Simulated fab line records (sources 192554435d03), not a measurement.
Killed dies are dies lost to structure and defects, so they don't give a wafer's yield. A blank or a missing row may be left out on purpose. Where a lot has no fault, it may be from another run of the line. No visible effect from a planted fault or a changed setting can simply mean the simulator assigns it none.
Matching of chambers + flow n5Finfet + N5_BEOL_M10_DESCUM_16 on rieDiel-01: 4 sister chambers
The step chemistry O2, time 7.9 s. 8 wafers are shown with their chamber, then 10 later ones without.

WAFERS, EACH WITH ITS CHAMBER
| wafer  | chamber | drypumpMotorCurrentA (A) | throttleValvePct (%) |
|--------|---------|--------------------------|----------------------|
| L081.6 | 1       | 5.7                      | 20.74                |
| L084.4 | 3       | 5.2                      | 20.82                |
| L084.5 | 0       | 6.5                      | 20.42                |
| L086.2 | 2       | 5.0                      | 20.11                |
| L086.3 | 3       | 5.2                      | 20.82                |
| L086.4 | 1       | 5.6                      | 20.75                |
| L083.3 | 0       | 6.5                      | 20.41                |
| L083.4 | 2       | 5.0                      | 20.12                |

WAFERS WHOSE CHAMBER IS MISSING
| wafer  | drypumpMotorCurrentA (A) | throttleValvePct (%) |
|--------|--------------------------|----------------------|
| L083.5 | 5.7                      | 20.77                |
| L090.2 | 6.5                      | 20.42                |
| L090.3 | 5.0                      | 20.09                |
| L090.6 | 5.2                      | 20.82                |
| L092.1 | 5.2                      | 20.83                |
| L092.2 | 5.0                      | 20.13                |
| L092.6 | 5.2                      | 20.83                |
| L091.1 | 5.0                      | 20.12                |
| L091.3 | 5.2                      | 20.84                |
| L091.6 | 6.5                      | 20.43                |

WHICH CHAMBER EACH WENT THROUGH
| wafer  | from the rows above | in truth |
|--------|---------------------|----------|
| L083.5 | 1                   | 1        |
| L090.2 | 0                   | 0        |
| L090.3 | 2                   | 2        |
| L090.6 | 3                   | 3        |
| L092.1 | 3                   | 3        |
| L092.2 | 2                   | 2        |
| L092.6 | 3                   | 3        |
| L091.1 | 2                   | 2        |
| L091.3 | 3                   | 3        |
| L091.6 | 0                   | 0        |
10 of 10 placed correctly. Number that these rows cannot place: 0. 0 placed wrongly.
How it was worked out, from the rows above alone: a wafer's distance from a chamber is the root of the sum, over the readings, of the square of ((its reading less the chamber's mean) divided by the reading's scatter). If the next closest chamber is less than 2 further off than the closest, the wafer can't be placed; otherwise it belongs to the closest. A chamber's mean is the mean of its shown wafers. The scatter: take each reading less its chamber's mean, square it, sum over the shown wafers, divide by the number of wafers less the number of chambers, and take the root.
